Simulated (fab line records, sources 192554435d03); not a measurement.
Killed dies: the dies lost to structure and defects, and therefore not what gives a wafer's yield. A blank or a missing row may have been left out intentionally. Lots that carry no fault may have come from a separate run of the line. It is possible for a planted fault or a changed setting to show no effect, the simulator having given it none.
Split-lot experiment :: flow n5-finfet :: 21 wafers read from 7 lots, route of 1938 steps

== THE SPLIT ==
At N5_BEOL_M7_TRENCH_ETCH_37 (etches SiCOH lowk in C4F6/O2, target depth 93.478 nm, time 31.2 s), the setting source-w was moved away from the recipe's 345 W on 9 of the 21 wafers read, by -17.7% to +10.7%. This setting was run at the recipe's value on the other wafers.

== FROM THE SPLIT TO THE READING: what the file shows between them, 16 steps ==
- N5_BEOL_M7_ETCH_41: etches SiCN in CH3F/O2, target depth 31.9 nm, time 57.8 s
- N5_BEOL_M7_STRIP_80: strips in N2/H2, time 10 s
- N5_BEOL_M7_OCD_MEAS_38
- N5_BEOL_M7_HM_STRIP_39: strips TiN in peroxide tin strip, target depth 25 nm, time 158 s
- N5_BEOL_M7_SRD_40: time 30 s
- N5_BEOL_M7_PRECLEAN_42: cleans in residue remover, time 60 s
- N5_BEOL_M7_SRD_43: time 30 s
- N5_BEOL_M7_CD_MEAS_35: target cd 40 nm
- N5_BEOL_M7_CURE_75: cures SiCOH lowk, time 120 s
- N5_BEOL_M7_DEGAS_44: time 60 s
- N5_BEOL_M7_ECD_50: material Cu, target thk 300 nm
- N5_BEOL_M7_ANNEAL_51: time 90 s
- N5_BEOL_M7_CMP_52: polishes, stops on SiCOH lowk, t overpolish 6.9 s, target thk 80 nm
- N5_BEOL_M7_THK_MEAS_53: measures by xrf
- N5_BEOL_M7_PRE_CLEAN_55: time 15 s
- N5_BEOL_M7_DEP_56: deposits SiCN from 3MS/NH3, target thk 10 nm, time 17.5 s

== THE READING ==
M7_RS in ohm/sq, measured at N5_BEOL_M7_RS_MEAS_57 by four-point-probe. A value of 0.292 ohm/sq with a standard deviation of 0.0092 ohm/sq is what fault-free wafers of this fab line usually give.

wafer: L077.1
tool, chamber at the split: rie-diel-03, 0
source-w as run, W: 345
against the recipe: recipe
M7_RS, ohm/sq: 0.291
against lot-mates on the recipe: -

wafer: L077.3
tool, chamber at the split: rie-diel-03, 2
source-w as run, W: 381.2
against the recipe: +10.5%
M7_RS, ohm/sq: 0.278
against lot-mates on the recipe: -0.010

wafer: L077.4
tool, chamber at the split: rie-diel-03, 1
source-w as run, W: 345
against the recipe: recipe
M7_RS, ohm/sq: 0.286
against lot-mates on the recipe: -

wafer: L081.3
tool, chamber at the split: rie-diel-03, 1
source-w as run, W: 364.6
against the recipe: +5.7%
M7_RS, ohm/sq: 0.286
against lot-mates on the recipe: -0.008

wafer: L081.5
tool, chamber at the split: rie-diel-03, 1
source-w as run, W: 345
against the recipe: recipe
M7_RS, ohm/sq: 0.294
against lot-mates on the recipe: -

wafer: L081.6
tool, chamber at the split: rie-diel-03, 3
source-w as run, W: 364.6
against the recipe: +5.7%
M7_RS, ohm/sq: 0.277
against lot-mates on the recipe: -0.017

wafer: L088.1
tool, chamber at the split: rie-diel-04, 0
source-w as run, W: 345
against the recipe: recipe
M7_RS, ohm/sq: 0.297
against lot-mates on the recipe: -

wafer: L088.3
tool, chamber at the split: rie-diel-04, 2
source-w as run, W: 381.8
against the recipe: +10.7%
M7_RS, ohm/sq: 0.278
against lot-mates on the recipe: -0.019

wafer: L088.5
tool, chamber at the split: rie-diel-04, 0
source-w as run, W: 381.8
against the recipe: +10.7%
M7_RS, ohm/sq: 0.284
against lot-mates on the recipe: -0.013

wafer: L090.1
tool, chamber at the split: rie-diel-03, 2
source-w as run, W: 345
against the recipe: recipe
M7_RS, ohm/sq: 0.293
against lot-mates on the recipe: -

wafer: L090.4
tool, chamber at the split: rie-diel-03, 2
source-w as run, W: 345
against the recipe: recipe
M7_RS, ohm/sq: 0.287
against lot-mates on the recipe: -

wafer: L090.5
tool, chamber at the split: rie-diel-03, 3
source-w as run, W: 345
against the recipe: recipe
M7_RS, ohm/sq: 0.291
against lot-mates on the recipe: -

wafer: L091.3
tool, chamber at the split: rie-diel-03, 0
source-w as run, W: 284.1
against the recipe: -17.7%
M7_RS, ohm/sq: 0.326
against lot-mates on the recipe: +0.037

wafer: L091.4
tool, chamber at the split: rie-diel-03, 2
source-w as run, W: 284.1
against the recipe: -17.7%
M7_RS, ohm/sq: 0.332
against lot-mates on the recipe: +0.043

wafer: L091.6
tool, chamber at the split: rie-diel-03, 2
source-w as run, W: 345
against the recipe: recipe
M7_RS, ohm/sq: 0.289
against lot-mates on the recipe: -

wafer: L095.3
tool, chamber at the split: rie-diel-04, 2
source-w as run, W: 310.1
against the recipe: -10.1%
M7_RS, ohm/sq: 0.336
against lot-mates on the recipe: +0.031

wafer: L095.4
tool, chamber at the split: rie-diel-04, 2
source-w as run, W: 345
against the recipe: recipe
M7_RS, ohm/sq: 0.314
against lot-mates on the recipe: -

wafer: L095.6
tool, chamber at the split: rie-diel-04, 3
source-w as run, W: 345
against the recipe: recipe
M7_RS, ohm/sq: 0.297
against lot-mates on the recipe: -

wafer: L096.1
tool, chamber at the split: rie-diel-02, 3
source-w as run, W: 345
against the recipe: recipe
M7_RS, ohm/sq: 0.293
against lot-mates on the recipe: -

wafer: L096.4
tool, chamber at the split: rie-diel-02, 3
source-w as run, W: 316
against the recipe: -8.4%
M7_RS, ohm/sq: 0.303
against lot-mates on the recipe: +0.007

wafer: L096.5
tool, chamber at the split: rie-diel-02, 0
source-w as run, W: 345
against the recipe: recipe
M7_RS, ohm/sq: 0.300
against lot-mates on the recipe: -

THE FIT
A straight line over all 21 wafers: M7_RS changes by -0.00192 ohm/sq for each +1% of source-w; r = -0.88; the points scatter about the line by 0.0083 ohm/sq.
The same after taking each lot's own level away (the mean of its wafers on the recipe; 21 wafers): -0.00196 ohm/sq for each +1%; r = -0.93; scatter 0.0059 ohm/sq.
That fit puts the effect of the largest move of source-w on the reading at 0.035 ohm/sq.
The lots' own levels span 0.2885 to 0.3055 ohm/sq, that is 1.8 times the standard deviation above.
The two slopes are in agreement: the lot-to-lot level therefore moves the slope only a little.
Check: +0.0356 ohm/sq against its lot-mates is what the line predicts for one of the wafers moved furthest among these (-17.7%) when that wafer is left out of the fit. It came out at +0.037 ohm/sq against them.
Tool readings at the split's step, against how far the setting was moved: rf-vpp-V r = -0.94.

== ADDITIONAL SPLITS CARRIED BY THESE WAFERS ==
Before the reading, these wafers also passed through other splits. Each is held against what the fit with the lots' levels taken away leaves over:
other split on the same wafers: N5_BEOL_M7_VIA_ETCH_34 time-s
wafers away from the commonest value: 6
r with M7_RS (lot level and that fit taken away): +0.41

== THE WHOLE CHAIN: every reading that the file lists as answering this split, in the file's order ==
step: N5_BEOL_M7_TRENCH_ETCH_37
what it does: etches SiCOH lowk in C4F6/O2, target depth 93.478 nm, time 31.2 s
reading: rf-vpp-V
change (the file's fit): -3.56 V for each +1% of the setting
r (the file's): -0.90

step: N5_BEOL_M7_TRENCH_ETCH_37
what it does: etches SiCOH lowk in C4F6/O2, target depth 93.478 nm, time 31.2 s
reading: BEOL_M7.feature-depth-nm (the simulator's own value, which no gauge read)
change (the file's fit): +0.374 nm for each +1% of the setting
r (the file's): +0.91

step: N5_BEOL_M7_TRENCH_ETCH_37
what it does: etches SiCOH lowk in C4F6/O2, target depth 93.478 nm, time 31.2 s
reading: etch.depth-nm (the simulator's own value, which no gauge read)
change (the file's fit): +0.368 nm for each +1% of the setting
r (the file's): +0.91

step: N5_BEOL_M7_OCD_MEAS_38
what it does: 
reading: trench-depth-nm
change (the file's fit): +0.367 nm for each +1% of the setting
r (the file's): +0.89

step: N5_BEOL_M7_CMP_52
what it does: polishes, stops on SiCOH lowk, t overpolish 6.9 s, target thk 80 nm
reading: Cu_of_BEOL_M7_ECD_50.thk-nm (the simulator's own value, which no gauge read)
change (the file's fit): +0.401 nm for each +1% of the setting
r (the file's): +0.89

step: N5_BEOL_M7_THK_MEAS_53
what it does: measures by xrf
reading: M7_THK
change (the file's fit): +0.411 for each +1% of the setting
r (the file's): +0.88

step: N5_BEOL_M7_RS_MEAS_57
what it does: measures by four-point-probe
reading: M7_RS
change (the file's fit): -0.00191 for each +1% of the setting
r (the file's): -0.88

== FILE'S OWN FIT ==
M7_RS changes by -0.00191 ohm/sq for each +1% of source-w, r = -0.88.
